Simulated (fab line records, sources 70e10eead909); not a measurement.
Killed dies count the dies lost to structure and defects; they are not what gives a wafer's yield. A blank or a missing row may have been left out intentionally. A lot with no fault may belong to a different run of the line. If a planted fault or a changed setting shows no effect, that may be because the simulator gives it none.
fab line records | flow nand-harc | part 1 of 2: steps 1 to 4 of 6
record lots=22 | wafers=66 | last-day=33
route steps=1302 shown A_CHANNEL_HOLE_D1@473 A_CHANNEL_HOLE_D2@585 A_CHANNEL_FILL_D2@612
lots that met no fault: taken from a fault-free run of the same line
start-h: hours from the record's opening day to when the first of the lot's shown wafers began | wait-h: how many hours have passed since the lot's step before this one | " the same as in the row above | L1.1+2: a single row standing in for several wafers | - either no value or no given start | * or withheld: withheld | < > ~ a bound
route shown NAME@n: names a module that has steps shown in the file, with the first one's number in the route | usual: the fault-free wafers' mean and standard deviation | same: alike in all rows | chamber/n: place in a boat | sites: the reading at each site | _std_site: the values' standard deviation | _edge_site: the outer-site mean with the inner-site mean subtracted | radius-mm: how far each site lies from the wafer's centre | mask NAME#n: copy n | behind: the tool/chamber that last shaped the wafer | hold: reason for holding the lot/hours on hold/outcome of the hold | device: which transistor (n, p or np) failed to switch | end of line: tests of these same wafers at the route's end | a step given without rows: its recipe and nothing more | killed: the dies lost at the first sort to structure and to defects; this is not the yield of the wafer | map: the dies of a wafer, with x for killed, . for not killed, _ for no die there
set.NAME: the setting that was run; set.NAME@STEP: the one run at that earlier step | model.NAME: the simulator's own value behind a step, which no gauge read
a sample of lots followed through the steps of the route, with each step as a table and each wafer as a row
services: from which hour (start-h, from the record's first day; less than 0 if before it) a tool's chamber was out of use, for how many hours, and why
## steps
# step NHARC_A_CHANNEL_HOLE_D1_ETCH_21
# recipe bias-v=3000 | source-w=withheld | pressure-mtorr=20 | time-s=514.3 | ar-flow-sccm=375 | c4f8-flow-sccm=89.3 | o2-flow-sccm=35.7 | temp-c=-20 | target-depth-a=16000 | chemistry=C4F8/O2/Ar
# usual chamber-pressure-mTorr=19.999/0.018 | drypump-motor-current-A=5.71/0.15 | showerhead-plenum-p-Torr=3.59/0.097 | throttle-valve-pct=32.155/0.0088
# same time-s=514.3
lot.wafer | tool        | chamber | start-h | wait-h | chamber-pressure-mTorr | drypump-motor-current-A | rf-hours-counter-h | showerhead-plenum-p-Torr | throttle-valve-pct
L074.1    | har-etch-02 | 1       | 184.07  | 0.3    | 20.008                 | 5.95                    | 306                | 3.76                     | 32.160
L074.4    | "           | 0       | "       | "      | 19.983                 | 5.77                    | -                  | 3.51                     | 32.156
L074.6    | "           | 1       | "       | "      | 20.010                 | 5.94                    | -                  | 3.76                     | 32.172
L075.2    | har-etch-01 | 1       | 193.79  | 0.3    | 19.984                 | 5.58                    | 96                 | 3.67                     | 32.151
L075.5    | "           | 1       | "       | "      | 20.015                 | 5.58                    | -                  | 3.67                     | 32.168
L075.6    | "           | 0       | "       | "      | 20.007                 | 5.60                    | -                  | 3.55                     | 32.156
L076.1    | har-etch-01 | 1       | 203.76  | 0.3    | 19.992                 | 5.59                    | 104                | 3.66                     | 32.154
L076.2    | "           | 0       | "       | "      | 20.043                 | 5.59                    | 104                | 3.55                     | 32.138
L076.5    | "           | 0       | "       | "      | 20.005                 | 5.57                    | -                  | 3.55                     | 32.154
L077.4    | har-etch-02 | 1       | 208.77  | 0.3    | 20.021                 | 5.95                    | -                  | 3.75                     | 32.159
L077.5    | "           | 0       | "       | "      | 19.996                 | 5.78                    | -                  | 3.50                     | 32.162
L077.6    | "           | 1       | "       | "      | 19.977                 | 5.94                    | -                  | 3.75                     | 32.147
L078.3    | har-etch-01 | 0       | 226.24  | 0.3    | 19.982                 | 5.59                    | -                  | 3.54                     | 32.150
L078.5    | "           | 1       | "       | "      | 20.002                 | 5.58                    | -                  | 3.66                     | 32.148
L078.6    | "           | 0       | "       | "      | 19.966                 | 5.60                    | -                  | 3.54                     | 32.158
L079.2    | har-etch-02 | 1       | 227.81  | 0.3    | 19.986                 | 5.94                    | 333                | 3.75                     | 32.171
L079.4    | "           | 0       | "       | "      | 20.000                 | 5.77                    | -                  | 3.50                     | 32.151
L079.5    | "           | 1       | "       | "      | 19.974                 | 5.94                    | -                  | 3.75                     | 32.157
L080.4    | har-etch-02 | 1       | 251.79  | 0.3    | 20.010                 | 5.95                    | -                  | 3.74                     | 32.164
L080.6    | "           | 1       | "       | "      | 19.966                 | 5.94                    | -                  | 3.74                     | 32.161
L080.5    | "           | 0       | "       | "      | 20.008                 | 5.77                    | -                  | 3.49                     | 32.160
L082.1    | har-etch-02 | 1       | 266.50  | 0.3    | 19.988                 | 5.95                    | 348                | 3.74                     | 32.166
L082.2    | "           | 0       | "       | "      | 19.997                 | 5.75                    | 333                | 3.49                     | 32.154
L082.4    | "           | 1       | "       | "      | 19.982                 | 5.98                    | -                  | 3.74                     | 32.170
L083.2    | har-etch-01 | 1       | 280.49  | 0.3    | 20.012                 | 5.59                    | 146                | 3.64                     | 32.154
L083.1    | "           | 0       | "       | "      | 19.967                 | 5.59                    | 146                | 3.53                     | 32.141
L083.3    | "           | 0       | "       | "      | 19.986                 | 5.57                    | -                  | 3.53                     | 32.149
L084.2    | har-etch-02 | 1       | 287.38  | 0.3    | 20.003                 | 5.93                    | 363                | 3.73                     | 32.146
L084.3    | "           | 1       | "       | "      | 20.011                 | 5.95                    | -                  | 3.73                     | 32.165
L084.6    | "           | 1       | "       | "      | 19.987                 | 5.93                    | -                  | 3.73                     | 32.155
L085.1    | har-etch-01 | 1       | 294.28  | 0.3    | 20.009                 | 5.59                    | 153                | 3.63                     | 32.161
L085.4    | "           | 1       | "       | "      | 19.994                 | 5.59                    | -                  | 3.63                     | 32.150
L085.3    | "           | 0       | "       | "      | 19.973                 | 5.58                    | -                  | 3.52                     | 32.161
L086.2    | har-etch-02 | 0       | 297.87  | 0.3    | 19.971                 | 5.77                    | 356                | 3.48                     | 32.142
L086.1    | "           | 1       | "       | "      | 19.993                 | 5.97                    | 371                | 3.73                     | 32.159
L086.5    | "           | 0       | "       | "      | 20.026                 | 5.77                    | -                  | 3.48                     | 32.155
L087.1    | har-etch-01 | 1       | 306.00  | 0.3    | 19.990                 | 5.60                    | 157                | 3.63                     | 32.148
L087.5    | "           | 1       | "       | "      | 20.031                 | 5.60                    | -                  | 3.63                     | 32.156
L087.6    | "           | 0       | "       | "      | 19.956                 | 5.60                    | -                  | 3.52                     | 32.156
L088.1    | har-etch-02 | 1       | 336.01  | 0.3    | 20.007                 | 5.94                    | 390                | 3.71                     | 32.158
L088.5    | "           | 0       | "       | "      | 19.991                 | 5.77                    | -                  | 3.47                     | 32.146
L088.6    | "           | 1       | "       | "      | 20.028                 | 5.93                    | -                  | 3.71                     | 32.164
L089.2    | har-etch-02 | 1       | 340.11  | 0.3    | 20.010                 | 5.95                    | 394                | 3.71                     | 32.154
L089.4    | "           | 0       | "       | "      | 20.003                 | 5.77                    | -                  | 3.47                     | 32.156
L089.6    | "           | 1       | "       | "      | 19.983                 | 5.95                    | -                  | 3.71                     | 32.151
L090.1    | har-etch-01 | 1       | 352.36  | 0.3    | 20.015                 | 5.59                    | 187                | 3.62                     | 32.159
L090.4    | "           | 1       | "       | "      | 19.985                 | 5.59                    | -                  | 3.62                     | 32.164
L090.5    | "           | 0       | "       | "      | 20.008                 | 5.57                    | -                  | 3.50                     | 32.151
L092.1    | har-etch-02 | 1       | 361.01  | 0.3    | 20.012                 | 5.96                    | 409                | 3.70                     | 32.148
L092.4    | "           | 0       | "       | "      | 19.996                 | 5.78                    | -                  | 3.46                     | 32.148
L092.3    | "           | 1       | "       | "      | 20.009                 | 5.96                    | -                  | 3.70                     | 32.138
L091.1    | har-etch-01 | 0       | 361.14  | 0.3    | 20.002                 | 5.56                    | 195                | 3.50                     | 32.157
L091.2    | "           | 1       | "       | "      | 20.007                 | 5.59                    | 195                | 3.61                     | 32.159
L091.3    | "           | 0       | "       | "      | 19.974                 | 5.59                    | -                  | 3.50                     | 32.161
L093.2    | har-etch-02 | 0       | 367.94  | 0.3    | 19.999                 | 5.78                    | 398                | 3.46                     | 32.156
L093.1    | "           | 1       | "       | "      | 20.003                 | 5.96                    | 413                | 3.70                     | 32.146
L093.4    | "           | 1       | "       | "      | 19.973                 | 5.96                    | -                  | 3.70                     | 32.162
L094.1    | har-etch-01 | 0       | 386.44  | 0.3    | 19.975                 | 5.58                    | 203                | 3.50                     | 32.160
L094.2    | "           | 1       | "       | "      | 20.020                 | 5.58                    | 203                | 3.61                     | 32.148
L094.5    | "           | 1       | "       | "      | 19.989                 | 5.60                    | -                  | 3.61                     | 32.161
L095.3    | har-etch-01 | 0       | 398.47  | 0.3    | 20.017                 | 5.59                    | -                  | 3.49                     | 32.157
L095.4    | "           | 1       | "       | "      | 20.005                 | 5.64                    | -                  | 3.60                     | 32.157
L095.6    | "           | 0       | "       | "      | 19.995                 | 5.59                    | -                  | 3.49                     | 32.147
L097.2    | har-etch-01 | 0       | 406.73  | 0.3    | 20.002                 | 5.59                    | 222                | 3.49                     | 32.162
L097.5    | "           | 1       | "       | "      | 20.017                 | 5.59                    | -                  | 3.60                     | 32.156
L097.6    | "           | 0       | "       | "      | 19.973                 | 5.60                    | -                  | 3.49                     | 32.155
# step NHARC_A_CHANNEL_HOLE_D2_DESCUM_15
# recipe time-s=3 | o2-flow-sccm=200 | ar-flow-sccm=0 | bias-power-w=0 | chemistry=O2
# usual chamber-pressure-mTorr=60.00/0.055 | drypump-motor-current-A=5.6/0.41 | oes-product-au=1.005/0.011 | rf-vpp-V=57.8/0.84 | showerhead-plenum-p-Torr=1.93/0.093 | throttle-valve-pct=11.312/0.0087
# same time-s=3
lot.wafer | tool        | chamber | start-h | wait-h | chamber-pressure-mTorr | drypump-motor-current-A | oes-product-au | rf-hours-counter-h | rf-vpp-V | showerhead-plenum-p-Torr | throttle-valve-pct
L075.2    | rie-diel-06 | 3       | 306.17  | 0.1    | 59.98                  | 5.7                     | 1.021          | 9.9                | 59.2     | 2.02                     | 11.306
L075.6    | "           | 3       | "       | "      | 60.00                  | 5.7                     | 1.024          | -                  | 57.3     | 2.02                     | 11.308
L075.5    | "           | 0       | "       | "      | 60.06                  | 5.5                     | 1.017          | -                  | 57.7     | 1.96                     | 11.324
L074.4    | rie-diel-08 | 2       | 308.18  | 0.1    | 60.04                  | 5.1                     | 0.999          | 5.1                | 58.0     | 1.93                     | 11.308
L074.1    | "           | 3       | "       | "      | 59.98                  | 5.5                     | 0.990          | 5.0                | 58.1     | 2.06                     | 11.316
L074.6    | "           | 2       | "       | "      | 59.98                  | 5.1                     | 1.014          | -                  | 57.5     | 1.93                     | 11.322
L076.2    | rie-diel-12 | 2       | 314.36  | 0.1    | 60.17                  | 5.9                     | 1.002          | 0.8                | 58.0     | 1.79                     | 11.314
L076.1    | "           | 0       | "       | "      | 59.95                  | 5.9                     | 1.000          | 0.7                | 57.1     | 2.03                     | 11.317
L076.5    | "           | 2       | "       | "      | 60.02                  | 5.9                     | 1.004          | -                  | 57.8     | 1.79                     | 11.310
L077.4    | rie-diel-12 | 2       | 316.16  | 0.1    | 60.06                  | 5.9                     | 1.005          | 1.3                | 57.3     | 1.79                     | 11.314
L077.6    | "           | 3       | "       | "      | 60.04                  | 6.5                     | 1.003          | -                  | 58.0     | 2.02                     | 11.307
L077.5    | "           | 0       | "       | "      | 60.01                  | 5.9                     | 1.003          | -                  | 57.5     | 2.03                     | 11.318
L079.2    | rie-diel-12 | 1       | 337.80  | 0.1    | 59.92                  | 5.8                     | 1.004          | 3.2                | 58.1     | 1.96                     | 11.307
L079.4    | "           | 2       | "       | "      | 60.04                  | 5.9                     | 1.004          | 3.1                | 56.4     | 1.79                     | 11.302
L079.5    | "           | 0       | "       | "      | 59.98                  | 5.9                     | 0.985          | -                  | 57.7     | 2.03                     | 11.321
L078.3    | rie-diel-08 | 3       | 337.97  | 0.1    | 60.07                  | 5.5                     | 1.002          | 6.2                | 58.6     | 2.06                     | 11.312
L078.6    | "           | 2       | "       | "      | 60.04                  | 5.1                     | 1.003          | -                  | 56.8     | 1.93                     | 11.319
L078.5    | "           | 3       | "       | "      | 60.02                  | 5.5                     | 1.006          | -                  | 59.2     | 2.06                     | 11.316
L080.4    | rie-diel-12 | 3       | 355.16  | 0.1    | 59.92                  | 6.5                     | 0.998          | 5.6                | 58.6     | 2.02                     | 11.311
L080.6    | "           | 2       | "       | "      | 59.92                  | 5.9                     | 1.008          | -                  | 57.4     | 1.79                     | 11.312
L080.5    | "           | 3       | "       | "      | 60.07                  | 6.5                     | 0.995          | -                  | 58.6     | 2.02                     | 11.312
L082.1    | rie-diel-08 | 1       | 380.69  | 0.1    | 59.88                  | 5.1                     | 0.995          | 0.0                | 57.9     | 1.84                     | 11.314
L082.4    | "           | 2       | "       | "      | 60.07                  | 5.1                     | 0.993          | 0.0                | 57.9     | 1.93                     | 11.314
L082.2    | "           | 3       | "       | "      | 59.99                  | 5.5                     | 1.004          | 0.0                | 57.4     | 2.06                     | 11.306
L083.3    | rie-diel-08 | 1       | 396.51  | 0.1    | 59.99                  | 5.1                     | 0.984          | 0.7                | 57.3     | 1.84                     | 11.304
L083.1    | "           | 3       | "       | "      | 59.92                  | 5.5                     | 0.996          | 1.0                | 57.8     | 2.06                     | 11.316
L083.2    | "           | 0       | "       | "      | 59.99                  | 5.7                     | 1.020          | 0.9                | 57.5     | 1.83                     | 11.324
L084.2    | rie-diel-06 | 2       | 396.98  | 0.1    | 60.09                  | 5.5                     | 1.001          | 3.1                | 58.3     | 1.79                     | 11.303
L084.3    | "           | 1       | "       | "      | 59.86                  | 5.1                     | 1.007          | 2.4                | 58.0     | 1.92                     | 11.304
L084.6    | "           | 3       | "       | "      | 59.96                  | 5.7                     | 1.011          | -                  | 58.4     | 2.02                     | 11.326
L085.3    | rie-diel-06 | 3       | 403.97  | 0.1    | 59.90                  | 5.7                     | 1.016          | 4.2                | 57.5     | 2.02                     | 11.327
L085.4    | "           | 1       | "       | "      | 59.98                  | 5.1                     | 1.008          | 3.2                | 57.2     | 1.92                     | 11.300
L085.1    | "           | 2       | "       | "      | 59.95                  | 5.5                     | 1.009          | 3.9                | 56.9     | 1.79                     | 11.289
L086.2    | rie-diel-12 | 2       | 404.59  | 0.1    | 60.03                  | 5.9                     | 1.014          | 6.8                | 56.0     | 1.79                     | 11.309
L086.1    | "           | 3       | "       | "      | 59.91                  | 6.4                     | 0.989          | 8.0                | 58.7     | 2.02                     | 11.294
L086.5    | "           | 2       | "       | "      | 59.96                  | 5.9                     | 1.016          | -                  | 58.5     | 1.79                     | 11.314
L087.1    | rie-diel-08 | 1       | 420.23  | 0.1    | 59.98                  | 5.1                     | 0.995          | 1.8                | 57.0     | 1.84                     | 11.314
L087.6    | "           | 2       | "       | "      | 60.01                  | 5.1                     | 0.996          | -                  | 57.7     | 1.93                     | 11.315
L087.5    | "           | 3       | "       | "      | 60.03                  | 5.5                     | 1.000          | -                  | 57.6     | 2.06                     | 11.327
L089.4    | rie-diel-12 | 0       | 444.29  | 0.1    | 59.91                  | 5.9                     | 1.010          | 9.6                | 58.6     | 2.03                     | 11.330
L089.2    | "           | 1       | "       | "      | 60.03                  | 5.8                     | 1.015          | 8.2                | 57.6     | 1.96                     | 11.300
L089.6    | "           | 3       | "       | "      | 59.94                  | 6.5                     | 1.005          | -                  | 57.2     | 2.02                     | 11.304
L088.1    | rie-diel-08 | 0       | 444.46  | 0.1    | 60.07                  | 5.7                     | 1.019          | 3.1                | 58.1     | 1.83                     | 11.318
L088.6    | "           | 1       | "       | "      | 59.99                  | 5.1                     | 0.989          | -                  | 56.4     | 1.84                     | 11.308
L088.5    | "           | 2       | "       | "      | 59.96                  | 5.1                     | 1.013          | -                  | 57.2     | 1.93                     | 11.327
L090.4    | rie-diel-06 | 2       | 463.76  | 0.1    | 59.91                  | 5.5                     | 0.998          | 7.5                | 56.6     | 1.78                     | 11.315
L090.1    | "           | 1       | "       | "      | 60.00                  | 5.1                     | 0.997          | 6.8                | 58.1     | 1.92                     | 11.315
L090.5    | "           | 3       | "       | "      | 60.01                  | 5.7                     | 1.013          | -                  | 58.8     | 2.01                     | 11.310
L091.3    | rie-diel-08 | 1       | 475.04  | 0.1    | 60.01                  | 5.1                     | 0.991          | 3.9                | 57.3     | 1.84                     | 11.309
L091.2    | "           | 2       | "       | "      | 59.98                  | 5.1                     | 0.996          | 4.0                | 57.0     | 1.93                     | 11.327
L091.1    | "           | 3       | "       | "      | 59.98                  | 5.5                     | 0.993          | 4.3                | 57.4     | 2.06                     | 11.327
L092.4    | rie-diel-06 | 3       | 475.59  | 0.1    | 60.01                  | 5.7                     | 1.020          | 10.2               | 57.0     | 2.01                     | 11.311
L092.1    | "           | 0       | "       | "      | 60.01                  | 5.5                     | 1.005          | 8.9                | 58.2     | 1.95                     | 11.311
L092.3    | "           | 1       | "       | "      | 60.00                  | 5.1                     | 1.001          | 7.8                | 57.0     | 1.92                     | 11.325
L093.2    | rie-diel-08 | 3       | 487.51  | 0.1    | 60.04                  | 5.5                     | 1.003          | 5.3                | 58.6     | 2.06                     | 11.311
L093.4    | "           | 0       | "       | "      | 60.04                  | 5.7                     | 1.037          | 5.1                | 57.4     | 1.83                     | 11.306
L093.1    | "           | 1       | "       | "      | 59.97                  | 5.1                     | 1.003          | 4.7                | 57.0     | 1.84                     | 11.310
L094.1    | rie-diel-12 | 1       | 496.40  | 0.1    | 59.93                  | 5.8                     | 0.992          | 1.7                | 57.3     | 1.96                     | 11.312
L094.2    | "           | 3       | "       | "      | 60.07                  | 6.5                     | 0.996          | 2.5                | 59.6     | 2.02                     | 11.305
L094.5    | "           | 1       | "       | "      | 59.90                  | 5.8                     | 0.999          | -                  | 57.5     | 1.96                     | 11.315
L095.3    | rie-diel-06 | 0       | 514.37  | 0.1    | 60.06                  | 5.5                     | 0.990          | 1.3                | 58.7     | 1.95                     | 11.311
L095.4    | "           | 3       | "       | "      | 60.11                  | 5.8                     | 1.018          | 1.3                | 58.4     | 2.01                     | 11.311
L095.6    | "           | 0       | "       | "      | 59.99                  | 5.5                     | 1.002          | -                  | 57.8     | 1.95                     | 11.314
L097.2    | rie-diel-08 | 0       | 514.76  | 0.1    | 60.06                  | 5.7                     | 1.040          | 6.1                | 57.6     | 1.83                     | 11.311
L097.6    | "           | 3       | "       | "      | 59.98                  | 5.5                     | 1.012          | -                  | 57.8     | 2.05                     | 11.324
L097.5    | "           | 0       | "       | "      | 60.01                  | 5.7                     | 1.027          | -                  | 56.9     | 1.83                     | 11.311
# step NHARC_A_CHANNEL_HOLE_D2_CD_MEAS_18
# usual cd-nm=99.3/2.2
lot.wafer | tool      | chamber | start-h | wait-h | cd-nm
L075.2    | cd-sem-02 | -       | 307.28  | -      | 94.8
L075.5    | "         | -       | "       | "      | 96.3
L075.6    | "         | -       | "       | "      | 99.1
L074.1    | cd-sem-01 | -       | 309.29  | -      | 100.1
L074.4    | "         | -       | "       | "      | 98.8
L074.6    | "         | -       | "       | "      | 100.9
L076.1    | cd-sem-03 | -       | 315.68  | -      | 99.6
L076.2    | "         | -       | "       | "      | 100.3
L076.5    | "         | -       | "       | "      | 98.2
L077.4    | cd-sem-01 | -       | 317.24  | -      | 98.4
L077.5    | "         | -       | "       | "      | 98.6
L077.6    | "         | -       | "       | "      | 100.1
L079.2    | cd-sem-03 | -       | 338.90  | -      | 101.5
L079.4    | "         | -       | "       | "      | 97.3
L079.5    | "         | -       | "       | "      | 99.0
L078.3    | cd-sem-02 | -       | 339.07  | -      | 98.2
L078.5    | "         | -       | "       | "      | 99.4
L078.6    | "         | -       | "       | "      | 99.5
L080.4    | cd-sem-01 | -       | 356.27  | -      | 99.1
L080.5    | "         | -       | "       | "      | 97.4
L080.6    | "         | -       | "       | "      | 100.2
L082.1    | cd-sem-03 | -       | 381.78  | -      | 95.0
L082.2    | "         | -       | "       | "      | 98.8
L082.4    | "         | -       | "       | "      | 95.4
L083.1    | cd-sem-02 | -       | 397.62  | -      | 97.0
L083.2    | "         | -       | "       | "      | 99.7
L083.3    | "         | -       | "       | "      | 99.9
L084.2    | cd-sem-01 | -       | 398.09  | -      | 98.6
L084.3    | "         | -       | "       | "      | 101.1
L084.6    | "         | -       | "       | "      | 99.9
L085.1    | cd-sem-02 | -       | 405.08  | -      | 100.8
L085.3    | "         | -       | "       | "      | 101.9
L085.4    | "         | -       | "       | "      | 100.8
L086.1    | cd-sem-02 | -       | 405.90  | -      | 99.6
L086.2    | "         | -       | "       | "      | 100.4
L086.5    | "         | -       | "       | "      | 100.6
L087.1    | cd-sem-01 | -       | 421.32  | -      | 96.3
L087.5    | "         | -       | "       | "      | 100.0
L087.6    | "         | -       | "       | "      | 98.6
L089.2    | cd-sem-03 | -       | 445.39  | -      | 100.2
L089.4    | "         | -       | "       | "      | 101.7
L089.6    | "         | -       | "       | "      | 99.9
L088.1    | cd-sem-02 | -       | 445.54  | -      | 99.0
L088.5    | "         | -       | "       | "      | 97.3
L088.6    | "         | -       | "       | "      | 99.4
L090.1    | cd-sem-01 | -       | 464.87  | -      | 100.5
L090.4    | "         | -       | "       | "      | 98.6
L090.5    | "         | -       | "       | "      | 99.9
L091.1    | cd-sem-02 | -       | 476.14  | -      | 100.8
L091.2    | "         | -       | "       | "      | 97.3
L091.3    | "         | -       | "       | "      | 96.6
L092.1    | cd-sem-02 | -       | 476.69  | -      | 102.1
L092.3    | "         | -       | "       | "      | 99.8
L092.4    | "         | -       | "       | "      | 100.7
L093.1    | cd-sem-03 | -       | 488.62  | -      | 99.4
L093.2    | "         | -       | "       | "      | 101.0
L093.4    | "         | -       | "       | "      | 99.3
L094.1    | cd-sem-03 | -       | 497.49  | -      | 100.7
L094.2    | "         | -       | "       | "      | 101.3
L094.5    | "         | -       | "       | "      | 96.8
L095.3    | cd-sem-03 | -       | 515.49  | -      | 102.6
L095.4    | "         | -       | "       | "      | 96.0
L095.6    | "         | -       | "       | "      | 101.3
L097.2    | cd-sem-03 | -       | 515.86  | -      | 100.0
L097.5    | "         | -       | "       | "      | 99.6
L097.6    | "         | -       | "       | "      | 97.2
# step NHARC_A_CHANNEL_HOLE_D2_ETCH_23
# recipe bias-v=5000 | source-w=withheld | pressure-mtorr=20 | time-s=819 | ar-flow-sccm=375 | c4f8-flow-sccm=89.3 | o2-flow-sccm=35.7 | temp-c=-20 | target-depth-a=16000 | chemistry=C4F8/O2/Ar
# usual chamber-pressure-mTorr=20.002/0.018 | drypump-motor-current-A=5.74/0.15 | showerhead-plenum-p-Torr=3.65/0.15 | throttle-valve-pct=32.156/0.009
# same time-s=819
lot.wafer | tool        | chamber | start-h | wait-h | chamber-pressure-mTorr | drypump-motor-current-A | rf-hours-counter-h | showerhead-plenum-p-Torr | throttle-valve-pct
L075.2    | har-etch-02 | 0       | 308.80  | 0.5    | 20.008                 | 5.78                    | 361                | 3.47                     | 32.155
L075.6    | "           | 0       | "       | "      | 19.970                 | 5.79                    | -                  | 3.47                     | 32.151
L075.5    | "           | 1       | "       | "      | 19.989                 | 5.97                    | -                  | 3.72                     | 32.146
L074.1    | har-etch-01 | 1       | 311.19  | 0.5    | 20.027                 | 5.59                    | 162                | 3.63                     | 32.159
L074.4    | "           | 0       | "       | "      | 20.014                 | 5.59                    | -                  | 3.52                     | 32.162
L074.6    | "           | 1       | "       | "      | 20.040                 | 5.62                    | -                  | 3.63                     | 32.165
L076.2    | har-etch-02 | 0       | 317.19  | 0.5    | 19.989                 | 5.76                    | 365                | 3.47                     | 32.165
L076.1    | "           | 1       | "       | "      | 19.990                 | 5.94                    | 380                | 3.72                     | 32.147
L076.5    | "           | 0       | "       | "      | 19.984                 | 5.76                    | -                  | 3.47                     | 32.154
L077.4    | har-etch-01 | 0       | 318.97  | 0.5    | 20.012                 | 5.59                    | -                  | 3.52                     | 32.164
L077.5    | "           | 0       | "       | "      | 20.007                 | 5.58                    | -                  | 3.52                     | 32.175
L077.6    | "           | 1       | "       | "      | 20.028                 | 5.59                    | -                  | 3.63                     | 32.147
L079.2    | har-etch-01 | 0       | 344.55  | 0.5    | 20.013                 | 5.59                    | 181                | 3.51                     | 32.158
L079.4    | "           | 0       | "       | "      | 19.978                 | 5.58                    | -                  | 3.51                     | 32.174
L079.5    | "           | 1       | "       | "      | 20.032                 | 5.60                    | -                  | 3.62                     | 32.168
L078.3    | har-etch-02 | 1       | 345.54  | 0.5    | 20.013                 | 5.94                    | -                  | 3.71                     | 32.172
L078.6    | "           | 1       | "       | "      | 19.993                 | 5.93                    | -                  | 3.71                     | 32.167
L078.5    | "           | 0       | "       | "      | 20.011                 | 5.76                    | -                  | 3.46                     | 32.157
L080.4    | har-etch-02 | 1       | 358.13  | 0.5    | 19.992                 | 5.96                    | -                  | 3.71                     | 32.164
L080.6    | "           | 0       | "       | "      | 20.016                 | 5.80                    | -                  | 3.46                     | 32.166
L080.5    | "           | 1       | "       | "      | 19.999                 | 5.95                    | -                  | 3.71                     | 32.161
L082.2    | har-etch-01 | 0       | 383.29  | 0.5    | 20.014                 | 5.58                    | 200                | 3.50                     | 32.150
L082.1    | "           | 1       | "       | "      | 19.976                 | 5.60                    | 200                | 3.61                     | 32.181
L082.4    | "           | 0       | "       | "      | 20.000                 | 5.58                    | -                  | 3.50                     | 32.161
L083.1    | har-etch-02 | 1       | 399.35  | 0.5    | 20.014                 | 5.95                    | 5                  | 3.70                     | 32.161
L083.2    | "           | 0       | "       | "      | 20.002                 | 5.76                    | 5                  | 3.93                     | 32.146
L083.3    | "           | 0       | "       | "      | 20.037                 | 5.78                    | -                  | 3.93                     | 32.166
L084.2    | har-etch-01 | 0       | 403.51  | 0.5    | 19.997                 | 5.59                    | 219                | 3.49                     | 32.165
L084.3    | "           | 0       | "       | "      | 20.002                 | 5.57                    | -                  | 3.49                     | 32.157
L084.6    | "           | 1       | "       | "      | 20.016                 | 5.59                    | -                  | 3.60                     | 32.154
L085.1    | har-etch-02 | 1       | 406.59  | 0.5    | 19.999                 | 5.96                    | 9                  | 3.70                     | 32.146
L085.4    | "           | 1       | "       | "      | 19.993                 | 5.97                    | -                  | 3.69                     | 32.165
L085.3    | "           | 0       | "       | "      | 20.031                 | 5.76                    | -                  | 3.93                     | 32.139
L086.2    | har-etch-02 | 0       | 410.76  | 0.5    | 19.988                 | 5.76                    | 13                 | 3.93                     | 32.136
L086.1    | "           | 1       | "       | "      | 20.012                 | 5.94                    | 13                 | 3.69                     | 32.158
L086.5    | "           | 0       | "       | "      | 19.983                 | 5.78                    | -                  | 3.93                     | 32.150
L087.1    | har-etch-02 | 0       | 424.88  | 0.5    | 19.982                 | 5.75                    | 20                 | 3.92                     | 32.156
L087.6    | "           | 1       | "       | "      | 20.014                 | 5.95                    | -                  | 3.69                     | 32.160
L087.5    | "           | 0       | "       | "      | 20.002                 | 5.76                    | -                  | 3.92                     | 32.151
L089.2    | har-etch-02 | 1       | 446.90  | 0.5    | 20.015                 | 5.97                    | 32                 | 3.68                     | 32.157
L089.4    | "           | 1       | "       | "      | 19.962                 | 5.97                    | -                  | 3.68                     | 32.142
L089.6    | "           | 1       | "       | "      | 19.989                 | 5.94                    | -                  | 3.68                     | 32.155
L088.1    | har-etch-01 | 1       | 447.05  | 0.5    | 19.987                 | 5.59                    | 246                | 3.59                     | 32.165
L088.6    | "           | 1       | "       | "      | 20.006                 | 5.61                    | -                  | 3.59                     | 32.146
L088.5    | "           | 0       | "       | "      | 20.009                 | 5.58                    | -                  | 3.47                     | 32.153
L090.1    | har-etch-01 | 0       | 466.50  | 0.5    | 19.953                 | 5.58                    | 250                | 3.47                     | 32.147
L090.4    | "           | 1       | "       | "      | 20.019                 | 5.59                    | -                  | 3.58                     | 32.159
L090.5    | "           | 1       | "       | "      | 20.018                 | 5.61                    | -                  | 3.58                     | 32.147
L091.1    | har-etch-02 | 1       | 480.10  | 0.5    | 20.011                 | 5.96                    | 47                 | 3.67                     | 32.148
L091.2    | "           | 0       | "       | "      | 19.985                 | 5.78                    | 47                 | 3.91                     | 32.152
L091.3    | "           | 1       | "       | "      | 19.995                 | 5.96                    | -                  | 3.67                     | 32.155
L092.1    | har-etch-01 | 1       | 483.68  | 0.5    | 19.995                 | 5.61                    | 261                | 3.58                     | 32.141
L092.3    | "           | 1       | "       | "      | 19.965                 | 5.58                    | -                  | 3.58                     | 32.155
L092.4    | "           | 0       | "       | "      | 19.992                 | 5.57                    | -                  | 3.47                     | 32.154
L093.1    | har-etch-02 | 1       | 492.28  | 0.5    | 19.998                 | 5.95                    | 58                 | 3.67                     | 32.164
L093.2    | "           | 0       | "       | "      | 19.980                 | 5.76                    | 58                 | 3.90                     | 32.155
L093.4    | "           | 1       | "       | "      | 19.982                 | 5.94                    | -                  | 3.67                     | 32.141
L094.1    | har-etch-02 | 1       | 498.99  | 0.5    | 20.026                 | 5.96                    | 62                 | 3.67                     | 32.138
L094.2    | "           | 0       | "       | "      | 19.999                 | 5.75                    | 62                 | 3.90                     | 32.164
L094.5    | "           | 1       | "       | "      | 19.991                 | 5.96                    | -                  | 3.67                     | 32.154
L095.3    | har-etch-02 | 1       | 517.22  | 0.5    | 19.988                 | 5.96                    | -                  | 3.66                     | 32.156
L095.4    | "           | 0       | "       | "      | 19.997                 | 5.77                    | -                  | 3.89                     | 32.142
L095.6    | "           | 0       | "       | "      | 20.033                 | 5.78                    | -                  | 3.89                     | 32.163
L097.2    | har-etch-01 | 0       | 518.53  | 0.5    | 19.984                 | 5.58                    | 288                | 3.45                     | 32.149
L097.6    | "           | 1       | "       | "      | 19.971                 | 5.60                    | -                  | 3.56                     | 32.146
L097.5    | "           | 0       | "       | "      | 19.965                 | 5.60                    | -                  | 3.45                     | 32.164
